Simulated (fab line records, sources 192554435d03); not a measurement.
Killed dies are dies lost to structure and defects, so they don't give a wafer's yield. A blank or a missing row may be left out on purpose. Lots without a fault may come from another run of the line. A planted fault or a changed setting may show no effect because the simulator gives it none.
fab line records | flow n5_finfet
record lots=5 wafers=15 last_day=15
route steps=1938 shown SDB@375 DUMMY_REMOVAL@377 HKMG_FIN@385
lots that met no fault: from a run of the same line without faults
start_h: hours from the record's first day to the start of the lot's first wafer shown | wait_h: hours since the lot's step before | " the same as in the row above | L1.1+2: a row that stands for several wafers | - no value, or no start given | * or withheld: withheld | < > ~ a bound
route shown NAME@n: a module of which the file shows steps, and the number in the route of the first | usual: mean/standard deviation of fault-free wafers | same: alike in all rows | chamber/n: place in a boat | sites: the reading at each site | _std_site: their standard deviation | _edge_site: outer sites' mean less inner sites' | radius_mm: how far each site lies from the wafer's centre | mask NAME#n: copy n | behind: the tool/chamber that last shaped the wafer | hold: why the lot was held/for how many hours/how that ended | device: the transistor (n, p or np) that didn't switch | end of line: the same wafers' tests at the end of the route | a step without rows: its recipe alone | killed: dies lost to structure and defects at the first sort, not the wafer's yield | map: a wafer's dies, x killed, . not, _ none there
set.NAME: the setting as run; set.NAME@STEP: as run at that earlier step | model.NAME: the simulator's own value behind a step, which no gauge read
lots at some steps of the route; a table a step, a row a wafer
services: from which hour (start_h, from the record's first day; less than 0 if before it) a tool's chamber was out of use, for how many hours, and why
## steps
# step N5_SDB_THK_MEAS_31
# recipe reads=a-Si_of_DUMMY_GATE_CVD_03
# usual SDB_THK=64.1/1.2
# columns lot.wafer tool chamber start_h wait_h SDB_THK[nm]
L076.2 film_metro-02 - 84.58 - 62.6
L076.3 " - " " 63.6
L076.5 " - " " 62.2
L077.1 film_metro-01 - 92.17 - 62.9
L077.3 " - " " 64.0
L077.4 " - " " 63.1
L078.2 film_metro-01 - 98.44 - 63.8
L078.4 " - " " 63.6
L078.6 " - " " 63.4
L082.1 film_metro-01 - 120.62 - 64.9
L082.3 " - " " 63.2
L082.5 " - " " 63.0
L089.3 film_metro-02 - 165.48 - 62.8
L089.5 " - " " 64.7
L089.6 " - " " 63.5
# step N5_SDB_INSPECT_36
# recipe inspect_instrument=darkfield mode=post_cmp
# usual raw_defect_count=36/19
# columns lot.wafer tool chamber start_h wait_h raw_defect_count
L076.2 defect_inspect-01 - 84.60 0.0 43
L076.3 " - " " 53
L076.5 " - " " 71
L077.1 defect_inspect-02 - 92.20 0.0 17
L077.3 " - " " 13
L077.4 " - " " 18
L078.2 defect_inspect-01 - 98.47 0.0 79
L078.4 " - " " 82
L078.6 " - " " 67
L082.1 defect_inspect-02 - 120.65 0.0 53
L082.3 " - " " 81
L082.5 " - " " 26
L089.3 defect_inspect-01 - 165.51 0.0 24
L089.5 " - " " 19
L089.6 " - " " 18
# step N5_DUMMY_REMOVAL_HM_STRIP_01
# recipe chemistry=CH3F/O2 material=SiNx target_depth_a=40 stop_on=poly-Si time_s=6.8 over_etch_frac=0.3 ion_energy_ev=60 power_w=410 bias_w=29 Ar_flow_sccm=150 CH3F_flow_sccm=30 O2_flow_sccm=20
# usual drypump_motor_current_A=5.9/0.58 oes_product_au=0.61/0.062 rf_vpp_V=127.3/1 showerhead_plenum_p_Torr=1.99/0.071 throttle_valve_pct=16.39/0.17
# columns lot.wafer tool chamber start_h wait_h drypump_motor_current_A oes_product_au rf_hours_counter_h rf_vpp_V showerhead_plenum_p_Torr throttle_valve_pct
L076.2 rie_diel-02 3 84.63 0.0 6.5 0.65 122 127.2 2.01 16.37
L076.3 " 1 " " 6.2 0.57 229 127.1 1.98 16.65
L076.5 " 0 " " 5.0 0.58 - 126.3 1.88 16.36
L077.1 rie_diel-02 1 92.23 0.0 6.1 0.58 229 127.3 1.98 16.64
L077.3 " 2 " " 6.7 0.71 41 128.8 2.03 16.51
L077.4 " 0 " " 5.1 0.56 224 127.4 1.88 16.36
L078.2 rie_diel-04 1 98.51 0.0 5.3 0.57 218 128.5 2.07 16.29
L078.4 " 2 " " 5.7 0.58 210 127.6 2.08 16.38
L078.6 " 3 " " 5.5 0.56 - 127.4 1.90 16.29
L082.1 rie_diel-02 3 120.68 0.0 6.5 0.65 133 126.9 2.00 16.39
L082.3 " 0 " " 5.0 0.57 233 126.0 1.87 16.36
L082.5 " 3 " " 6.5 0.64 - 129.1 2.00 16.38
L089.3 rie_diel-05 0 165.54 0.0 5.5 0.58 204 129.3 2.06 16.26
L089.5 " 1 " " 5.6 0.63 - 127.3 1.93 16.20
L089.6 " 0 " " 5.5 0.58 - 126.8 2.06 16.29
# step N5_DUMMY_REMOVAL_STRIP_10
# recipe chemistry=N2/H2 time_s=40 power_w=100 temp_c=40 pressure_mtorr=100 rf_frequency_hz=6e+07 bias_power_w=3 n2_flow_sccm=300 h2_flow_sccm=300
# usual drypump_motor_current_A=5.9/0.58 oes_product_au=0.76/0.078 rf_vpp_V=45.2/0.84 showerhead_plenum_p_Torr=3.35/0.11 throttle_valve_pct=12.31/0.21
# columns lot.wafer tool chamber start_h wait_h drypump_motor_current_A oes_product_au rf_hours_counter_h rf_vpp_V showerhead_plenum_p_Torr throttle_valve_pct
L076.2 rie_diel-02 3 84.67 0.0 6.5 0.80 122 46.7 3.39 12.23
L076.3 " 1 " " 6.2 0.72 229 44.1 3.34 12.69
L076.5 " 0 " " 5.1 0.71 - 44.6 3.19 12.38
L077.1 rie_diel-02 1 92.27 0.0 6.2 0.71 229 44.5 3.34 12.67
L077.3 " 2 " " 6.8 0.88 41 48.3 3.43 12.27
L077.4 " 0 " " 5.0 0.71 224 44.3 3.19 12.38
L078.2 rie_diel-04 1 98.54 0.0 5.4 0.70 218 44.8 3.49 12.38
L078.4 " 2 " " 5.7 0.70 210 45.6 3.47 12.22
L078.6 " 3 " " 5.5 0.69 - 44.2 3.18 12.12
L082.1 rie_diel-02 3 120.72 0.0 6.5 0.79 133 44.8 3.39 12.24
L082.3 " 0 " " 5.1 0.70 233 45.6 3.18 12.40
L082.5 " 3 " " 6.5 0.79 - 45.3 3.39 12.24
L089.3 rie_diel-05 0 165.58 0.0 5.4 0.72 204 46.2 3.49 12.38
L089.5 " 1 " " 5.6 0.78 - 44.6 3.25 12.11
L089.6 " 0 " " 5.5 0.71 - 44.9 3.49 12.37
# step N5_DUMMY_REMOVAL_PRECLEAN_07
# recipe chemistry=dHF time_s=30 temp_c=25 dilution=withheld
# columns lot.wafer tool chamber start_h wait_h
L076.2+3+5 wet_bench-05 6,7,1 84.76 0.1
L077.1+3+4 wet_bench-05 1,2,5 92.36 0.1
L078.2+4+6 wet_bench-05 4,5,6 98.63 0.1
L082.1+3+5 wet_bench-04 1,6,2 120.81 0.1
L089.3+5+6 wet_bench-06 6,2,0 165.67 0.1
# step N5_DUMMY_REMOVAL_DUMMY_REMOVE_02
# recipe chemistry=TMAH temp_c=70 target=poly-Si stop_on=SiO2 target_depth_nm=142 conc_wt_pct=5 time_s=57 dry=ipa_marangoni rinse_time_s=30 rinse_temp_c=23
# usual bath_heat_duty_pct=13.6/1.6
# columns lot.wafer tool chamber start_h wait_h bath_heat_duty_pct
L076.2 wet_bench-05 6 84.77 0.0 13.7
L076.3 " 7 " " 12.9
L076.5 " 1 " " 14.5
L077.1 wet_bench-05 1 92.37 0.0 13.0
L077.3 " 2 " " 13.0
L077.4 " 5 " " 13.8
L078.2 wet_bench-05 4 98.65 0.0 15.9
L078.4 " 5 " " 13.7
L078.6 " 6 " " 14.1
L082.1 wet_bench-04 1 120.82 0.0 15.2
L082.3 " 6 " " 14.4
L082.5 " 2 " " 14.8
L089.3 wet_bench-06 6 165.68 0.0 12.8
L089.5 " 2 " " 15.1
L089.6 " 0 " " 14.0
# step N5_DUMMY_REMOVAL_INSPECT_06
# recipe inspect_instrument=brightfield mode=aei
# usual raw_defect_count=11/5.3
# columns lot.wafer tool chamber start_h wait_h raw_defect_count
L076.2 defect_inspect-02 - 84.83 0.0 10
L076.3 " - " " 16
L076.5 " - " " 17
L077.1 defect_inspect-01 - 92.43 0.0 11
L077.3 " - " " 9
L077.4 " - " " 11
L078.2 defect_inspect-02 - 98.70 0.0 12
L078.4 " - " " 16
L078.6 " - " " 12
L082.1 defect_inspect-01 - 120.88 0.0 5
L082.3 " - " " 11
L082.5 " - " " 9
L089.3 defect_inspect-01 - 165.74 0.0 13
L089.5 " - " " 16
L089.6 " - " " 20
# step N5_DUMMY_REMOVAL_PRECLEAN_08
# recipe chemistry=NF3:NH3 afs_cycles=2 temp_c=30 time_s=20 sublimation_temp_c=180 sublimation_time_s=60 pressure_torr=3 rf_power_w=30
# usual pressure_torr=3.000/0.0071
# columns lot.wafer tool chamber start_h wait_h pressure_torr
L076.2 remote_plasma-02 1 84.90 0.1 3.004
L076.3 " 1 " " 2.998
L076.5 " 1 " " 3.002
L077.1 remote_plasma-01 1 92.46 0.0 2.992
L077.3 " 1 " " 2.995
L077.4 " 1 " " 2.999
L078.2 remote_plasma-02 0 98.77 0.1 3.005
L078.4 " 0 " " 2.996
L078.6 " 0 " " 2.997
L082.1 remote_plasma-02 0 120.91 0.0 2.987
L082.3 " 0 " " 2.987
L082.5 " 0 " " 2.995
L089.3 remote_plasma-01 0 165.84 0.1 2.996
L089.5 " 0 " " 2.992
L089.6 " 0 " " 2.993
# step N5_DUMMY_REMOVAL_PRECLEAN_04
# recipe chemistry=DHF time_s=37 temp_c=25 dilution=500:1
# usual bath_heat_duty_pct=6.3/0.77
# columns lot.wafer tool chamber start_h wait_h bath_heat_duty_pct
L076.2 wet_bench-05 3 85.08 0.2 6.0
L076.3 " 1 " " 6.4
L076.5 " 0 " " 5.2
L077.1 wet_bench-06 1 92.67 0.2 5.9
L077.3 " 0 " " 6.0
L077.4 " 6 " " 6.1
L078.2 wet_bench-04 0 98.95 0.2 6.9
L078.4 " 7 " " 8.2
L078.6 " 2 " " 6.4
L082.1 wet_bench-04 1 121.12 0.2 6.8
L082.3 " 6 " " 7.1
L082.5 " 0 " " 6.3
L089.3 wet_bench-06 1 165.99 0.1 5.4
L089.5 " 0 " " 6.6
L089.6 " 7 " " 6.6
# step N5_DUMMY_REMOVAL_SRD_05
# recipe dry=ipa_marangoni do_ppb=5 time_s=30 temp_c=23 rinse_liquid=diw
# usual bath_heat_duty_pct=3.7/0.57 do_ppb=4.99/0.048
# columns lot.wafer tool chamber start_h wait_h bath_heat_duty_pct do_ppb
L076.2 wet_bench-05 3 85.09 0.0 3.6 4.95
L076.3 " 1 " " 3.2 4.98
L076.5 " 0 " " 3.3 5.03
L077.1 wet_bench-06 1 92.69 0.0 2.4 5.08
L077.3 " 0 " " 3.6 4.96
L077.4 " 6 " " 3.7 4.95
L078.2 wet_bench-04 0 98.96 0.0 4.3 4.94
L078.4 " 7 " " 3.7 5.00
L078.6 " 2 " " 4.5 5.02
L082.1 wet_bench-04 1 121.14 0.0 3.8 5.08
L082.3 " 6 " " 4.4 5.05
L082.5 " 0 " " 3.9 4.98
L089.3 wet_bench-06 1 166.00 0.0 2.7 4.94
L089.5 " 0 " " 3.7 5.06
L089.6 " 7 " " 3.6 4.98
# step N5_HKMG_FIN_IL_REGROW_00
# recipe material=SiO2 target_thk_a=7.5 chemistry=O3 temp_c=withheld time_s=30
# columns lot.wafer tool chamber start_h wait_h
L076.2+3+5 ald_hk-01 1,0,0 85.14 0.0
L077.1+3+4 ald_hk-03 2,1,0 92.74 0.0
L078.2+4+6 ald_hk-03 2,1,2 99.01 0.0
L082.1+3+5 ald_hk-03 3,2,3 121.18 0.0
L089.3+5+6 ald_hk-01 0,3,0 166.05 0.0
# step N5_HKMG_FIN_HK_ALD_01
# recipe material=HfO2 target_thk_a=16 temp_c=withheld ald_precursor_family=HfCl4 ald_co_reactant=H2O pulse_time_s=3 purge_time_s=3 co_reactant_purge_time_s=2.5 co_reactant_pulse_time_s=0.3 ald_cycles=30
# usual precursor_pulse_height_rel=1.000/0.019
# columns lot.wafer tool chamber start_h wait_h precursor_pulse_height_rel
L076.2 ald_hk-01 1 85.19 0.0 1.016
L076.3 " 0 " " 0.964
L076.5 " 0 " " 0.965
L077.1 ald_hk-03 2 92.79 0.0 1.008
L077.3 " 1 " " 1.008
L077.4 " 0 " " 1.013
L078.2 ald_hk-03 2 99.06 0.0 1.022
L078.4 " 1 " " 0.983
L078.6 " 2 " " 1.006
L082.1 ald_hk-03 3 121.23 0.0 1.034
L082.3 " 2 " " 1.000
L082.5 " 3 " " 1.006
L089.3 ald_hk-01 0 166.15 0.1 0.991
L089.5 " 3 " " 0.980
L089.6 " 0 " " 1.006
# step N5_HKMG_FIN_HK_ANNEAL_02
# recipe temp_c=700 time_s=30 ambient=N2 idle_temp_c=600 ramp_up_c_per_s=150 ramp_down_c_per_s=60 cool_to_c=600
# usual lamp_power_pct=8.81/0.06 lamp_zone_5_pct=8.797/0.011 wafer_temp_C_max=702.8/0.68
# columns lot.wafer tool chamber start_h wait_h lamp_power_pct lamp_zone_5_pct wafer_temp_C_max
L076.2 rtp_anneal-02 0 85.45 0.2 8.89 8.805 702.5
L076.3 " 0 " " 8.76 8.800 702.0
L076.5 " 0 " " 8.79 8.807 702.5
L077.1 rtp_anneal-02 0 93.01 0.2 8.90 8.796 702.7
L077.3 " 0 " " 8.81 8.791 702.1
L077.4 " 0 " " 8.74 8.781 702.7
L078.2 rtp_anneal-01 0 99.31 0.2 8.85 8.788 702.5
L078.4 " 0 " " 8.83 8.801 702.5
L078.6 " 0 " " 8.78 8.824 702.0
L082.1 rtp_anneal-01 0 121.42 0.1 8.83 8.798 703.4
L082.3 " 0 " " 8.85 8.786 703.3
L082.5 " 0 " " 8.72 8.813 702.8
L089.3 rtp_anneal-02 0 166.56 0.3 8.79 8.829 701.8
L089.5 " 0 " " 8.85 8.802 702.2
L089.6 " 0 " " 8.89 8.808 702.5
# step N5_HKMG_FIN_ALD_74
# recipe material=La2O3 target_thk_a=5 temp_c=250 ald_precursor_family=La-Cp ald_co_reactant=O3 pulse_time_s=6 co_reactant_pulse_time_s=1 purge_time_s=3 co_reactant_purge_time_s=3
# usual heater_power_w=334/25 precursor_pulse_height_rel=1.002/0.019
# columns lot.wafer tool chamber start_h wait_h heater_power_w precursor_pulse_height_rel
L076.2 ald_hk-03 2 85.65 0.2 318 0.992
L076.3 " 1 " " 384 1.008
L076.5 " 2 " " 319 1.003
L077.1 ald_hk-02 1 93.41 0.3 337 1.015
L077.3 " 3 " " 299 1.020
L077.4 " 2 " " 363 1.003
L078.2 ald_hk-02 0 99.64 0.3 363 0.989
L078.4 " 3 " " 302 1.007
L078.6 " 0 " " 360 1.006
L082.1 ald_hk-02 1 121.64 0.2 333 1.029
L082.3 " 2 " " 340 1.005
L082.5 " 3 " " 300 0.992
L089.3 ald_hk-03 3 166.73 0.1 317 1.028
L089.5 " 3 " " 309 0.995
L089.6 " 0 " " 322 1.018
# step N5_HKMG_FIN_ALD_75
# recipe material=Al2O3 target_thk_a=10 temp_c=150 ald_precursor_family=TMA ald_co_reactant=H2O pulse_time_s=withheld co_reactant_pulse_time_s=1
# usual heater_power_w=144/11 precursor_pulse_height_rel=0.998/0.02
# columns lot.wafer tool chamber start_h wait_h heater_power_w precursor_pulse_height_rel
L076.2 ald_hk-03 2 85.73 0.0 137 0.981
L076.3 " 1 " " 164 1.015
L076.5 " 2 " " 134 1.011
L077.1 ald_hk-02 1 93.49 0.0 143 1.021
L077.3 " 3 " " 127 0.971
L077.4 " 2 " " 153 1.026
L078.2 ald_hk-02 0 99.72 0.0 161 0.978
L078.4 " 3 " " 127 0.996
L078.6 " 0 " " 163 1.008
L082.1 ald_hk-02 1 121.71 0.0 148 1.022
L082.3 " 2 " " 155 1.015
L082.5 " 3 " " 131 0.989
L089.3 ald_hk-03 3 166.80 0.0 133 0.982
L089.5 " 3 " " 135 1.032
L089.6 " 0 " " 136 1.007
# step N5_HKMG_FIN_COAT_41
# recipe resist=SOC temp_c=250 time_s=60 spin_rpm=1500 resist_thk_nm=300
# columns lot.wafer tool chamber start_h wait_h
L076.2+3+5 litho_track-03 0 85.83 -
L077.1+3+4 litho_track-03 0 93.58 -
L078.2+4+6 litho_track-03 0 99.82 -
L082.1+3+5 litho_track-01 0 121.81 -
L089.3+5+6 litho_track-03 0 166.90 -
# step N5_HKMG_FIN_COAT_42
# recipe resist=SiARC temp_c=220 time_s=60 spin_rpm=1500 resist_thk_nm=35
# columns lot.wafer tool chamber start_h wait_h
L076.2+3+5 litho_track-03 0 - -
L077.1+3+4 litho_track-03 0 - -
L078.2+4+6 litho_track-03 0 - -
L082.1+3+5 litho_track-01 0 - -
L089.3+5+6 litho_track-03 0 - -
# step N5_HKMG_FIN_COAT_43
# recipe resist=CAR-ArF spin_rpm=1500 resist_thk_nm=90
# columns lot.wafer tool chamber start_h wait_h
L076.2+3+5 litho_track-03 0 - -
L077.1+3+4 litho_track-03 0 - -
L078.2+4+6 litho_track-03 0 - -
L082.1+3+5 litho_track-01 0 - -
L089.3+5+6 litho_track-03 0 - -
# step N5_HKMG_FIN_EBR_45
# recipe solvent=PGMEA ebr_width_mm=1.5
# columns lot.wafer tool chamber start_h wait_h
L076.2+3+5 litho_track-03 0 - -
L077.1+3+4 litho_track-03 0 - -
L078.2+4+6 litho_track-03 0 - -
L082.1+3+5 litho_track-01 0 - -
L089.3+5+6 litho_track-03 0 - -
# step N5_HKMG_FIN_SOFTBAKE_44
# recipe temp_c=110 time_s=60 resist=CAR-ArF
# columns lot.wafer tool chamber start_h wait_h
L076.2+3+5 litho_track-03 0 - -
L077.1+3+4 litho_track-03 0 - -
L078.2+4+6 litho_track-03 0 - -
L082.1+3+5 litho_track-01 0 - -
L089.3+5+6 litho_track-03 0 - -
# step N5_HKMG_FIN_EXPOSE_46
# recipe mask_id=NDIPOLE na=1.35 source_shape=conventional sigma_outer=0.8 polarization=unpolarized dose_mj=40
# columns lot.wafer tool chamber start_h wait_h mask
L076.2+3+5 arfi_scanner-01 0 85.95 - NDIPOLE#0
L077.1+3+4 arfi_scanner-01 0 93.70 - NDIPOLE#0
L078.2+4+6 arfi_scanner-01 0 99.94 - NDIPOLE#0
L082.1+3+5 arfi_scanner-01 0 122.05 - NDIPOLE#0
L089.3+5+6 arfi_scanner-02 0 167.16 - NDIPOLE#0
# step N5_HKMG_FIN_PEB_47
# recipe peb_temp_c=withheld peb_time_s=60 resist=CAR-ArF
# columns lot.wafer tool chamber start_h wait_h
L076.2+3+5 litho_track-01 0 86.00 0.0
L077.1+3+4 litho_track-03 0 93.76 0.1
L078.2+4+6 litho_track-05 0 99.99 0.0
L082.1+3+5 litho_track-03 0 122.11 0.1
L089.3+5+6 litho_track-01 0 167.20 0.0
# step N5_HKMG_FIN_DEVELOP_48
# recipe develop_time_s=30 developer=TMAH resist=CAR-ArF rinse_liquid=diw dry=air_spin dev_temp_c=23
# columns lot.wafer tool chamber start_h wait_h
L076.2+3+5 litho_track-01 0 - -
L077.1+3+4 litho_track-03 0 - -
L078.2+4+6 litho_track-05 0 - -
L082.1+3+5 litho_track-03 0 - -
L089.3+5+6 litho_track-01 0 - -
# step N5_HKMG_FIN_CD_MEAS_49
# recipe target_cd_nm=202 landing_energy_ev=500 detector=se_inlens polarity=opening
# usual cd_nm=202.4/0.6
# columns lot.wafer tool chamber start_h wait_h cd_nm
L076.2 cd_sem-03 0 86.07 - 202.2
L076.3 " 0 " " 203.3
L076.5 " 0 " " 203.5
L077.1 cd_sem-02 0 93.83 - 201.8
L077.3 " 0 " " 202.1
L077.4 " 0 " " 202.9
L078.2 cd_sem-02 0 100.06 - 202.3
L078.4 " 0 " " 202.5
L078.6 " 0 " " 202.1
L082.1 cd_sem-01 0 122.18 - 201.5
L082.3 " 0 " " 201.9
L082.5 " 0 " " 202.0
L089.3 cd_sem-03 0 167.27 - 201.3
L089.5 " 0 " " 201.6
L089.6 " 0 " " 202.3
# step N5_HKMG_FIN_OVL_MEAS_50
# recipe points_per_wafer=44
# usual NDIPOLE_OVL=0.5/0.74
# columns lot.wafer tool chamber start_h wait_h NDIPOLE_OVL[nm]
L076.2 overlay-02 0 86.10 0.0 0.7
L076.3 " 0 " " -0.1
L076.5 " 0 " " -0.1
L077.1 overlay-02 0 93.86 0.0 0.6
L077.3 " 0 " " 0.9
L077.4 " 0 " " -0.8
L078.2 overlay-02 0 100.09 0.0 0.1
L078.4 " 0 " " 0.5
L078.6 " 0 " " 1.0
L082.1 overlay-01 0 122.21 0.0 0.3
L082.3 " 0 " " 0.4
L082.5 " 0 " " 1.1
L089.3 overlay-02 0 167.30 0.0 1.6
L089.5 " 0 " " 1.6
L089.6 " 0 " " 0.0
# step N5_HKMG_FIN_INSPECT_61
# recipe mode=adi inspect_instrument=macro
# usual raw_defect_count=2.0/1.4
# columns lot.wafer tool chamber start_h wait_h raw_defect_count
L076.2 defect_inspect-01 - 86.13 0.0 3
L076.3 " - " " 5
L076.5 " - " " 2
L077.1 defect_inspect-02 - 93.88 0.0 2
L077.3 " - " " 2
L077.4 " - " " 1
L078.2 defect_inspect-02 - 100.11 0.0 2
L078.4 " - " " 3
L078.6 " - " " 1
L082.1 defect_inspect-02 - 122.23 0.0 1
L082.3 " - " " 3
L082.5 " - " " 4
L089.3 defect_inspect-02 - 167.32 0.0 2
L089.5 " - " " 3
L089.6 " - " " 0
# step N5_HKMG_FIN_DESCUM_53
# recipe chemistry=O2 time_s=7.9 source_power_w=50 bias_power_w=20 pressure_mtorr=20 rf_frequency_hz=2.712e+07 temp_c=40 resist=CAR-ArF o2_flow_sccm=225
# usual drypump_motor_current_A=5.8/0.46 oes_product_au=0.80/0.1 rf_vpp_V=243.4/1 showerhead_plenum_p_Torr=2.11/0.053 throttle_valve_pct=20.45/0.25
# columns lot.wafer tool chamber start_h wait_h drypump_motor_current_A oes_product_au rf_hours_counter_h rf_vpp_V showerhead_plenum_p_Torr throttle_valve_pct
L076.2 rie_diel-01 3 86.24 0.1 5.5 0.73 190 242.9 2.08 20.55
L076.3 " 0 " " 6.7 0.71 221 244.1 2.17 20.71
L076.5 " 1 " " 6.4 0.90 - 244.8 2.12 19.92
L077.1 rie_diel-06 1 93.92 0.0 6.0 0.97 4 246.1 2.25 20.25
L077.3 " 3 " " 5.6 0.79 147 244.3 2.08 20.70
L077.4 " 2 " " 5.6 0.69 216 243.5 2.15 20.66
L078.2 rie_diel-03 3 100.24 0.1 5.7 0.72 232 243.8 2.06 20.33
L078.4 " 3 " " 5.7 0.72 - 241.5 2.06 20.35
L078.6 " 1 " " 6.0 0.94 - 243.1 2.05 20.34
L082.1 rie_diel-01 0 122.40 0.2 6.7 0.69 235 243.8 2.16 20.72
L082.3 " 2 " " 5.3 0.71 217 242.2 2.06 20.56
L082.5 " 2 " " 5.3 0.71 - 243.5 2.06 20.56
L089.3 rie_diel-06 3 167.36 0.0 5.6 0.76 172 243.0 2.07 20.75
L089.5 " 3 " " 5.6 0.76 - 242.7 2.07 20.73
L089.6 " 2 " " 5.6 0.68 - 242.7 2.14 20.71
# step N5_HKMG_FIN_ETCH_54
# recipe chemistry=CF4 target=SiARC target_depth_a=455 mask_material=CAR-ArF time_s=75.8 ion_energy_ev=80 pressure_mtorr=40 source_w=545 bias_w=36 Ar_flow_sccm=100 cf4_flow_sccm=100 ends=cleared
# usual cf4_flow_sccm=100.08/0.28 drypump_motor_current_A=5.8/0.46 etch_rf_on_time_s=75.3/1.8 oes_product_au=0.68/0.086 rf_vpp_V=184.4/1.1 showerhead_plenum_p_Torr=2.16/0.048 throttle_valve_pct=15.65/0.27
# columns lot.wafer tool chamber start_h wait_h cf4_flow_sccm drypump_motor_current_A etch_rf_on_time_s oes_product_au rf_hours_counter_h rf_vpp_V showerhead_plenum_p_Torr throttle_valve_pct
L076.2 rie_diel-01 3 86.27 0.0 99.76 5.5 74.0 0.63 190 185.0 2.13 15.72
L076.3 " 0 " " 100.12 6.7 77.1 0.60 221 182.3 2.20 15.83
L076.5 " 1 " " 100.04 6.4 74.1 0.79 - 184.4 2.17 15.14
L077.1 rie_diel-06 1 93.95 0.0 100.10 6.1 74.5 0.83 4 186.4 2.28 15.23
L077.3 " 3 " " 99.99 5.7 72.8 0.68 147 183.0 2.14 15.93
L077.4 " 2 " " 99.97 5.6 76.9 0.60 216 187.1 2.21 15.86
L078.2 rie_diel-03 3 100.27 0.0 99.98 5.8 72.8 0.63 232 183.1 2.11 15.62
L078.4 " 3 " " 100.43 5.8 72.9 0.62 - 184.6 2.11 15.61
L078.6 " 1 " " 99.31 6.0 75.0 0.81 - 184.9 2.11 15.46
L082.1 rie_diel-01 0 122.44 0.0 99.92 6.7 77.8 0.59 235 186.0 2.20 15.88
L082.3 " 2 " " 100.16 5.3 75.5 0.61 217 183.7 2.12 15.84
L082.5 " 2 " " 99.98 5.3 75.1 0.61 - 184.3 2.12 15.86
L089.3 rie_diel-06 3 167.39 0.0 100.11 5.7 71.6 0.67 172 182.8 2.13 15.99
L089.5 " 3 " " 99.78 5.7 71.5 0.67 - 184.6 2.13 16.00
L089.6 " 2 " " 99.92 5.5 75.6 0.59 - 185.6 2.20 15.92
# step N5_HKMG_FIN_ETCH_55
# recipe chemistry=N2/H2 target=SOC target_depth_a=2400 temp_c=40 time_s=300 ion_energy_ev=200 mask_material=SiARC pressure_mtorr=30 source_w=840 bias_w=150 n2_flow_sccm=200 h2_flow_sccm=200
# usual drypump_motor_current_A=5.8/0.46 oes_product_au=0.80/0.1 rf_vpp_V=524.7/1.9 showerhead_plenum_p_Torr=2.57/0.062 throttle_valve_pct=17.92/0.3
# columns lot.wafer tool chamber start_h wait_h drypump_motor_current_A oes_product_au rf_hours_counter_h rf_vpp_V showerhead_plenum_p_Torr throttle_valve_pct
L076.2 rie_diel-01 3 86.33 0.0 5.5 0.73 190 524.0 2.53 18.05
L076.3 " 0 " " 6.7 0.70 221 525.1 2.63 18.05
L076.5 " 1 " " 6.4 0.93 - 525.8 2.58 17.32
L077.1 rie_diel-06 1 94.01 0.0 6.1 0.97 4 528.0 2.72 17.49
L077.3 " 3 " " 5.7 0.79 147 523.7 2.55 18.31
L077.4 " 2 " " 5.5 0.70 216 525.2 2.63 18.23
L078.2 rie_diel-03 3 100.33 0.0 5.7 0.73 232 521.3 2.50 17.89
L078.4 " 3 " " 5.7 0.72 - 523.2 2.50 17.89
L078.6 " 1 " " 6.0 0.95 - 523.3 2.49 17.71
L082.1 rie_diel-01 0 122.49 0.0 6.7 0.69 235 525.6 2.63 18.09
L082.3 " 2 " " 5.3 0.72 217 523.3 2.52 18.05
L082.5 " 2 " " 5.3 0.72 - 522.0 2.52 18.06
L089.3 rie_diel-06 3 167.45 0.0 5.7 0.78 172 524.4 2.54 18.34
L089.5 " 3 " " 5.7 0.78 - 523.5 2.54 18.34
L089.6 " 2 " " 5.6 0.69 - 524.0 2.62 18.27
# step N5_HKMG_FIN_STRIP_56
# recipe chemistry=N2/H2 temp_c=40 n2_flow_sccm=200 h2_flow_sccm=200 rf_frequency_hz=6e+07
# columns lot.wafer tool chamber start_h wait_h
L076.2+3+5 rie_diel-01 3,0,1 86.51 0.1
L077.1+3+4 rie_diel-06 1,3,2 94.19 0.1
L078.2+4+6 rie_diel-03 3,3,1 100.51 0.1
L082.1+3+5 rie_diel-01 0,2,2 122.67 0.1
L089.3+5+6 rie_diel-06 3,3,2 167.63 0.1
# step N5_HKMG_FIN_STRIP_57
# recipe chemistry=CF4 resist=SiARC power_w=300 bias_power_w=75 pressure_mtorr=50 cf4_flow_sccm=150 rf_frequency_hz=6e+07
# usual cf4_flow_sccm=150.0/0.48 drypump_motor_current_A=5.8/0.46 oes_product_au=0.79/0.096 rf_vpp_V=271.5/1.2 showerhead_plenum_p_Torr=1.81/0.037 throttle_valve_pct=13.62/0.3
# columns lot.wafer tool chamber start_h wait_h cf4_flow_sccm drypump_motor_current_A oes_product_au rf_hours_counter_h rf_vpp_V showerhead_plenum_p_Torr throttle_valve_pct
L076.2 rie_diel-01 3 86.52 0.0 149.7 5.4 0.71 190 271.6 1.78 13.69
L076.3 " 0 " " 149.9 6.7 0.71 221 272.7 1.84 13.83
L076.5 " 1 " " 149.6 6.4 0.89 - 271.3 1.81 13.11
L077.1 rie_diel-06 1 94.20 0.0 150.1 6.1 0.96 4 274.0 1.89 13.16
L077.3 " 3 " " 149.6 5.7 0.77 147 270.2 1.80 13.96
L077.4 " 2 " " 149.8 5.6 0.70 216 272.9 1.85 13.82
L078.2 rie_diel-03 3 100.52 0.0 150.0 5.8 0.71 232 271.2 1.78 13.68
L078.4 " 3 " " 151.0 5.7 0.71 - 271.0 1.78 13.66
L078.6 " 1 " " 150.0 6.0 0.93 - 269.5 1.75 13.33
L082.1 rie_diel-01 0 122.68 0.0 149.9 6.7 0.70 235 270.9 1.84 13.89
L082.3 " 2 " " 149.7 5.3 0.70 217 269.4 1.78 13.84
L082.5 " 2 " " 149.4 5.3 0.71 - 269.8 1.78 13.82
L089.3 rie_diel-06 3 167.64 0.0 149.3 5.7 0.74 172 272.0 1.80 14.02
L089.5 " 3 " " 149.5 5.6 0.75 - 271.4 1.80 14.00
L089.6 " 2 " " 150.2 5.6 0.68 - 275.1 1.84 13.90
## services
# columns tool chamber start_h hours kind
arfi_scanner-01 - 68.16 2.0 repair
rie_diel-05 - 77.98 2.8 pm
rie_diel-06 2 78.60 4.3 repair
rie_diel-01 3 80.46 4.2 repair
rtp_anneal-01 - 83.86 3.5 pm
rie_diel-02 2 84.27 3.8 repair
remote_plasma-01 - 84.85 1.1 repair
arfi_scanner-01 - 88.12 1.3 pm
rie_diel-03 2 91.31 7.1 repair
wet_bench-06 - 97.48 7.4 repair
rie_diel-03 - 111.30 2.4 repair
ald_hk-02 - 123.41 0.9 repair
ald_hk-03 - 126.92 0.5 repair
rie_diel-06 1 132.23 6.0 repair
rie_diel-06 0 133.63 5.5 repair
rie_diel-06 - 139.31 0.5 repair
ald_hk-01 - 140.58 1.6 repair
rie_diel-04 1 142.41 4.1 repair
arfi_scanner-01 - 142.96 1.0 pm
ald_hk-03 - 145.31 6.0 pm
rie_diel-05 0 149.93 9.9 repair
arfi_scanner-01 - 155.38 0.8 repair
rie_diel-06 3 155.87 5.8 repair
arfi_scanner-01 - 159.83 0.8 pm
## key
fault none
